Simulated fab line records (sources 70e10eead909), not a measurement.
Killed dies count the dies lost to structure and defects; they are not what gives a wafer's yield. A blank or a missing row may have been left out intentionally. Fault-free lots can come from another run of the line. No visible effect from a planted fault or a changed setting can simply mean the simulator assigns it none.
The tool behind it: which one? + flow nand-harc + Sampling: 13 lots, 38 wafers, 6 of 1302 route steps

WHAT THE GAUGES SHOWED, per wafer
NHARC_A_CHANNEL_FILL_D1_INSPECT_13. Usual: 304 for raw-defect-count, sd 110.
| lot  | measured     | on                | raw-defect-count | flag |
|------|--------------|-------------------|------------------|------|
| L608 | day 11 19:36 | defect-inspect-01 | 239 425 373      |      |
| L607 | day 11 19:36 | defect-inspect-02 | 326 271 284      |      |
| L610 | day 12 10:02 | defect-inspect-02 | 259 196 215      |      |
| L613 | day 13 20:14 | defect-inspect-01 | 227 229 222      |      |
| L614 | day 14 03:31 | defect-inspect-01 | 257 195 263      |      |
| L615 | day 14 10:38 | defect-inspect-01 | 208 292 278      |      |
| L616 | day 14 23:37 | defect-inspect-01 | 321 264 365      |      |
| L618 | day 16 00:20 | defect-inspect-01 | 437 317 203      |      |
| L621 | day 17 04:25 | defect-inspect-01 | 280 431 400      |      |
| L623 | day 17 12:56 | defect-inspect-02 | 315 203 422      |      |
| L627 | day 19 21:02 | defect-inspect-01 | 194 224          |      |
| L628 | day 20 06:44 | defect-inspect-01 | 260 214 185      |      |
| L629 | day 20 16:46 | defect-inspect-02 | 202 411 324      |      |

NHARC_A_ONON_D2_THK_MEAS_08: measures by ellipsometry. Usual: 1001 nm for thk-nm, sd 8.1.
| lot  | measured     | on            | thk-nm (nm)    | flag |
|------|--------------|---------------|----------------|------|
| L608 | day 13 06:14 | film-metro-01 | 998 996 995    |      |
| L607 | day 13 06:14 | film-metro-02 | 1005 1006 1005 |      |
| L610 | day 13 21:19 | film-metro-01 | 1001 998 999   |      |
| L613 | day 15 06:26 | film-metro-01 | 1003 1002 1002 |      |
| L614 | day 15 13:36 | film-metro-02 | 1018 1019 1020 |      |
| L615 | day 15 20:29 | film-metro-01 | 994 992 993    |      |
| L616 | day 16 21:41 | film-metro-01 | 997 997 992    |      |
| L618 | day 17 11:40 | film-metro-02 | 1002 1005 1005 |      |
| L621 | day 18 16:17 | film-metro-01 | 992 994 995    |      |
| L623 | day 19 03:58 | film-metro-02 | 990 989 990    |      |
| L627 | day 21 12:02 | film-metro-01 | 1703 1701      | OFF  |
| L628 | day 21 21:13 | film-metro-01 | 1000 1000 1706 | OFF  |
| L629 | day 22 14:41 | film-metro-02 | 994 993 992    |      |

NHARC_END_SORT_01. Usual: killed-at-array 58, standard deviation 20; killed-at-other 0.9, standard deviation 1.4; killed-at-periphery 4, standard deviation 3.1; killed-dies 63, standard deviation 20; killed-open 3.3, standard deviation 1.8; killed-short 2.4, standard deviation 1.5.
| lot  | measured     | on        | killed-at-array | killed-at-other | killed-at-periphery | killed-dies | killed-open | killed-short | flag |
|------|--------------|-----------|-----------------|-----------------|---------------------|-------------|-------------|--------------|------|
| L607 | day 25 18:53 | prober-01 | 41 40 48        | 0 0 1           | 5 7 6               | 46 47 55    | 5 6 2       | 3 2 3        |      |
| L618 | day 29 17:19 | prober-02 | 51 69 72        | 1 1 1           | 4 3 7               | 56 73 80    | 5 4 6       | 3 4 4        |      |
| L621 | day 31 02:40 | prober-02 | 52 80 77        | 0 0 2           | 4 3 0               | 56 83 79    | 4 6 5       | 2 5 2        |      |
| L623 | day 31 12:09 | prober-02 | 67 67 47        | 1 1 0           | 7 3 6               | 75 71 53    | 4 1 4       | 4 2 3        |      |
| L627 | day 34 07:59 | prober-01 | 676 677         | 0 0             | 1 0                 | 677 677     | 2 1         | 4 3          | OFF  |
| L628 | day 34 13:17 | prober-02 | 26 40 674       | 2 1 1           | 0 3 2               | 28 44 677   | 4 1 1       | 4 4 1        | OFF  |

WHICH TOOL RAN EACH LOT (tool, then ch and the chambers of the sampled wafers, then the start)
| lot  | NHARC_A_CHANNEL_FILL_D1_ETCHBACK_08           | NHARC_A_CHANNEL_FILL_D1_CMP_10 | NHARC_A_ONON_D2_DEP_06           |
|------|-----------------------------------------------|--------------------------------|----------------------------------|
| L608 | rie-diel-07 ch 0,1,2, day 11 19:11 or earlier | cmp-01 ch 0,1,2, day 11 19:11  | pecvd-onon-02 ch 0, day 13 05:47 |
| L607 | rie-diel-11 ch 0,1,3, day 11 19:14 or earlier | cmp-03 ch 0,1,2, day 11 19:14  | pecvd-onon-03 ch 0, day 13 05:51 |
| L610 | rie-diel-11 ch 1,2,3, day 12 09:37 or earlier | cmp-01 ch 0,1,2, day 12 09:37  | pecvd-onon-01 ch 0, day 13 20:49 |
| L613 | rie-diel-02 ch 0,1,3, day 13 19:53 or earlier | cmp-03 ch 1,2,3, day 13 19:53  | pecvd-onon-01 ch 0, day 15 05:59 |
| L614 | rie-diel-07 ch 1,2, day 14 03:07 or earlier   | cmp-02 ch 0,1,2, day 14 03:07  | pecvd-onon-01 ch 0, day 15 13:05 |
| L615 | rie-diel-02 ch 0,1, day 14 10:15 or earlier   | cmp-02 ch 0,1,3, day 14 10:15  | pecvd-onon-03 ch 0, day 15 20:02 |
| L616 | rie-diel-11 ch 0,1,3, day 14 23:11 or earlier | cmp-03 ch 1,2, day 14 23:11    | pecvd-onon-02 ch 0, day 16 21:14 |
| L618 | rie-diel-11 ch 0,1,3, day 15 23:56 or earlier | cmp-01 ch 1,2,3, day 15 23:56  | pecvd-onon-01 ch 0, day 17 11:16 |
| L621 | rie-diel-07 ch 0,1,2, day 17 04:00 or earlier | cmp-03 ch 1,2,3, day 17 04:00  | pecvd-onon-01 ch 0, day 18 15:46 |
| L623 | rie-diel-07 ch 1,2,3, day 17 12:32 or earlier | cmp-02 ch 2,3, day 17 12:32    | pecvd-onon-03 ch 0, day 19 03:34 |
| L627 | rie-diel-02 ch 0,1, day 19 20:43 or earlier   | cmp-03 ch 0,3, day 19 20:43    | pecvd-onon-01 ch 0, day 21 11:46 |
| L628 | rie-diel-02 ch 0,1,3, day 20 06:21 or earlier | cmp-03 ch 0,2,3, day 20 06:21  | pecvd-onon-01 ch 0, day 21 20:46 |
| L629 | rie-diel-07 ch 0,3, day 20 16:22 or earlier   | cmp-01 ch 0,1,2, day 20 16:22  | pecvd-onon-03 ch 0, day 22 14:10 |
- NHARC_A_CHANNEL_FILL_D1_ETCHBACK_08: etches the open film in C4F8, target depth 220 nm, time 110 s.
- NHARC_A_CHANNEL_FILL_D1_CMP_10: polishes, target thk 150 nm.
- NHARC_A_ONON_D2_DEP_06: target thk 1000 nm.

AS READ BY THE TOOLS THEMSELVES (means over the sampled wafers that have a number; for cases with no such wafer, the mark the record gives instead)
NHARC_A_CHANNEL_FILL_D1_ETCHBACK_08. Usual: oes-product-au 0.96 a.u., standard deviation 0.037; rf-vpp-V 440.0 V, standard deviation 1.9.
| lot  | tool        | oes-product-au (a.u.) | rf-vpp-V (V) | flag |
|------|-------------|-----------------------|--------------|------|
| L608 | rie-diel-07 | 0.92                  | 440.7        |      |
| L607 | rie-diel-11 | 0.92                  | 441.0        |      |
| L610 | rie-diel-11 | 1.00                  | 438.3        |      |
| L613 | rie-diel-02 | 0.92                  | 440.7        |      |
| L614 | rie-diel-07 | 1.00                  | 441.7        |      |
| L615 | rie-diel-02 | 0.92                  | 441.2        |      |
| L616 | rie-diel-11 | 1.00                  | 440.2        |      |
| L618 | rie-diel-11 | 1.00                  | 440.4        |      |
| L621 | rie-diel-07 | 0.92                  | 440.3        |      |
| L623 | rie-diel-07 | 0.92                  | 439.8        |      |
| L627 | rie-diel-02 | 1.00                  | 441.2        |      |
| L628 | rie-diel-02 | 0.92                  | 439.2        |      |
| L629 | rie-diel-07 | 1.00                  | 440.3        |      |

NHARC_A_CHANNEL_FILL_D1_CMP_10. Usual: motor-current-A 12.1 A, standard deviation 1.6; time-to-endpoint-s 14.1 s, standard deviation 2.1.
| lot  | tool   | motor-current-A (A) | time-to-endpoint-s (s) | flag |
|------|--------|---------------------|------------------------|------|
| L608 | cmp-01 | 10.2                | 16.1                   |      |
| L607 | cmp-03 | 12.6                | 11.9                   |      |
| L610 | cmp-01 | 10.2                | 16.3                   |      |
| L613 | cmp-03 | 13.0                | 17.5                   |      |
| L614 | cmp-02 | 12.3                | 13.8                   |      |
| L615 | cmp-02 | 11.2                | 13.0                   |      |
| L616 | cmp-03 | 12.4                | 12.3                   |      |
| L618 | cmp-01 | 10.5                | 11.8                   |      |
| L621 | cmp-03 | 12.8                | 13.7                   |      |
| L623 | cmp-02 | 12.7                | 14.7                   |      |
| L627 | cmp-03 | 13.6                | 13.9                   |      |
| L628 | cmp-03 | 14.0                | 16.3                   |      |
| L629 | cmp-01 | 9.7                 | 12.1                   |      |

THE ANSWER, worked out from the rows above alone
Rule: take the mean of a lot's wafers that have a number; if it is more than 3 standard deviations from the usual mean, the lot is off. Also off: a lot with no number at a reading for which 4 or more lots have one. All remaining lots with rows at the step are treated as sound. After the gauges, taken in route order, come the tools' own readings; for these a lot's mean is taken, as printed above. At the first step where some lot is off, the reading lying furthest off is the one used; lots without a number count as furthest.
Off: L627, L628, at NHARC_A_ONON_D2_THK_MEAS_08 (thk-nm).
A tool fits if, at a process step before that reading, it ran every lot that is off, and no sound lot after the first of them. The gauges at NHARC_A_ONON_D2_THK_MEAS_08 aren't tried: what is off there is off at NHARC_END_SORT_01 too, on other tools, and a gauge's error can't cause that. With no start given for some of its lots, NHARC_A_CHANNEL_FILL_D1_ETCHBACK_08 uses the hours and lot order of NHARC_A_CHANNEL_FILL_D1_CMP_10. Can't be told from this: 3 tools fit, rie-diel-02 at NHARC_A_CHANNEL_FILL_D1_ETCHBACK_08, cmp-03 at NHARC_A_CHANNEL_FILL_D1_CMP_10, pecvd-onon-01 at NHARC_A_ONON_D2_DEP_06.

WHAT THE SIMULATOR HAD PUT IN
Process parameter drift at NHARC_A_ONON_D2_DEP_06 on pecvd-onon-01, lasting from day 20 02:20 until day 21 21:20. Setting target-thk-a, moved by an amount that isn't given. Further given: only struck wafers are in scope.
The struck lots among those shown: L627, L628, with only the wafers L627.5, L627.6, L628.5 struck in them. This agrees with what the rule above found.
